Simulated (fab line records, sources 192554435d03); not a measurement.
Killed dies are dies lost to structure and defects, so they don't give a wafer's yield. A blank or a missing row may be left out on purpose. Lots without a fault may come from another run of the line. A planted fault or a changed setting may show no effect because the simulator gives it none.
Problem report in the 8D (eight disciplines) form, filled by code | flow n5_finfet | the parts of the form that need people (team, actions taken, sign-off) are left out

1. THE PROBLEM
spin_speed_rpm at N5_MOL_CONTACT_COAG_COAT_104 reads a mean of 1290.4 rpm on 6 wafers of 2 lots; wafers without a fault read 1499.9 rpm with a standard deviation of 1. That is -99 or more standard deviations from the usual mean.
The step: time 60 s, resist thk 12 nm.
First seen on wafer L767.1, day 9 22:20, on litho_track-03. The record holds 26 wafers of 10 lots with a number at this step. Rule for "out", or "out of limits": more than 4 standard deviations from the usual mean. The other wafers with a number count as sound.

2. WHAT IT IS AND WHAT IT IS NOT
question                    | is                     | is not
which readings at this step | spin_speed_rpm         | dispense_pressure_kPa
which lots                  | L767, L768             | L748, L749, L750, L753, L756, L757, L759, L769
which wafers of those lots  | all that have a number | -
read on which tools         | litho_track-03         | litho_track-01, litho_track-02
when                        | from day 9 22:20       | up to then (18 sound wafers); but 2 sound wafers of L769 came after

3. SUSPECTS, AND WHAT RULES EACH OUT
Counting: a tool at a process step up to the reading stays a suspect if it ran every lot that is out and no sound lot after the first of them.
- litho_track-03 at N5_MOL_CONTACT_COAG_COAT_104 (time 60 s, resist thk 12 nm): kept. It ran every lot that is out, first L767 (day 9 22:20), and no sound lot after that; its last sound lot up to then is L756 (day 7 06:53). Its own readings are out on those wafers: spin_speed_rpm.
Left after counting: litho_track-03 at N5_MOL_CONTACT_COAG_COAT_104.

4. THE CAUSE (what the simulator had put in)
Process parameter drift: litho_track-03, from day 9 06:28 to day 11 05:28, at N5_MOL_CONTACT_COAG_COAT_104. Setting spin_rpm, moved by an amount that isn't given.
Counting left only this tool.

5. THE CHAIN OF EFFECTS, in route order
Each row: a reading whose mean over the struck wafers that have a number lies more than 3 standard deviations from the usual. Only readings for which the record gives a usual standard deviation are gone through. hours: the time from each lot's start at the first step in this table that gives one to its start at this step, as a median over the lots. sigmas: the change in usual standard deviations.
hours | step                         | reading           | usual      | on struck wafers | change | sigmas
0     | N5_MOL_CONTACT_COAG_COAT_104 | spin_speed_rpm    | 1499.9 rpm | 1290.4           | -209.5 | -99 or more
1     | N5_MOL_CONTACT_COAG_ETCH_105 | etch_rf_on_time_s | 25.9 s     | 27.9             | +2.0   | +5.4
The process steps in it:
- N5_MOL_CONTACT_COAG_COAT_104: time 60 s, resist thk 12 nm.
- N5_MOL_CONTACT_COAG_ETCH_105: etches SiARC in CF4, target depth 15.6 nm, time 26 s.
Later measuring or inspecting steps at which every struck wafer that the step has a row for has a number for every such reading, and none has moved that far: N5_MOL_CONTACT_COAG_CD_MEAS_08, N5_BEOL_M4_RC_MEAS_101.

6. WHAT WOULD HAVE CAUGHT IT SOONER
In this record the first reading out of limits was taken at day 9 22:20, 16 hours after the fault began at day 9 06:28.
